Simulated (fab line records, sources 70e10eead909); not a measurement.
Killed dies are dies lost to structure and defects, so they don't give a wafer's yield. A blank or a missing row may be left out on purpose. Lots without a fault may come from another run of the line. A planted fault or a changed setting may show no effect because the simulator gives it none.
Chamber matching | flow nand_harc | NHARC_A_BONDPAD_STRIP_15 on rie_diel-11: 4 sister chambers
The step strips in O2. 16 wafers are shown with their chamber, then 7 later ones without.

WAFERS WITH THEIR CHAMBER
wafer  | chamber | drypump_motor_current_A (A) | showerhead_plenum_p_Torr (Torr) | oes_product_au (a.u.)
L848.1 | 3       | 6.2                         | 3.69                            | 1.017
L848.2 | 2       | 5.4                         | 3.60                            | 1.011
L848.6 | 1       | 6.0                         | 3.58                            | 1.000
L847.1 | 3       | 6.2                         | 3.69                            | 1.022
L847.2 | 2       | 5.4                         | 3.60                            | 1.016
L847.3 | 1       | 6.0                         | 3.58                            | 1.000
L849.2 | 3       | 6.2                         | 3.69                            | 1.021
L849.3 | 0       | 5.8                         | 3.46                            | 0.987
L849.6 | 3       | 6.2                         | 3.69                            | 1.019
L851.1 | 2       | 5.4                         | 3.60                            | 0.994
L851.2 | 0       | 5.8                         | 3.46                            | 0.997
L862.1 | 0       | 5.8                         | 3.44                            | 1.009
L862.3 | 1       | 6.0                         | 3.57                            | 1.003
L862.4 | 2       | 5.3                         | 3.58                            | 0.990
L861.1 | 0       | 5.8                         | 3.44                            | 1.007
L861.2 | 3       | 6.2                         | 3.67                            | 1.002

SIGNATURES (means of the wafers above)
reading                  | chamber 0 | chamber 1 | chamber 2 | chamber 3 | scatter within a chamber
drypump_motor_current_A  | 5.800     | 6.000     | 5.375     | 6.200     | 0.025
showerhead_plenum_p_Torr | 3.4500    | 3.5767    | 3.5950    | 3.6860    | 0.00952
oes_product_au           | 1.00000   | 1.00100   | 1.00275   | 1.01620   | 0.00941
Rule: a wafer's distance from a chamber is the root of the sum, over the readings, of the square of ((its reading less the chamber's mean) divided by the reading's scatter). The wafer belongs to the nearest chamber; if the next one is less than 2 further off, it can't be placed. The scatter: the root of (the sum of the squares of (reading less its chamber's mean) over the shown wafers, divided by (wafers less chambers)).

WAFERS WITHOUT THEIR CHAMBER
wafer  | drypump_motor_current_A (A) | showerhead_plenum_p_Torr (Torr) | oes_product_au (a.u.)
L861.4 | 5.4                         | 3.58                            | 0.980
L865.3 | 6.2                         | 3.67                            | 1.015
L865.4 | 6.0                         | 3.56                            | 0.998
L865.6 | 6.2                         | 3.67                            | 1.011
L868.2 | 5.8                         | 3.44                            | 1.003
L868.3 | 6.0                         | 3.56                            | 0.978
L868.4 | 5.4                         | 3.58                            | 0.993

WHICH CHAMBER EACH WENT THROUGH
wafer  | from the rows above | in truth
L861.4 | 2                   | 2
L865.3 | 3                   | 3
L865.4 | 1                   | 1
L865.6 | 3                   | 3
L868.2 | 0                   | 0
L868.3 | 1                   | 1
L868.4 | 2                   | 2
Placed correctly: 7 of 7. Can't be placed from these rows: 0. Placed wrongly: 0.
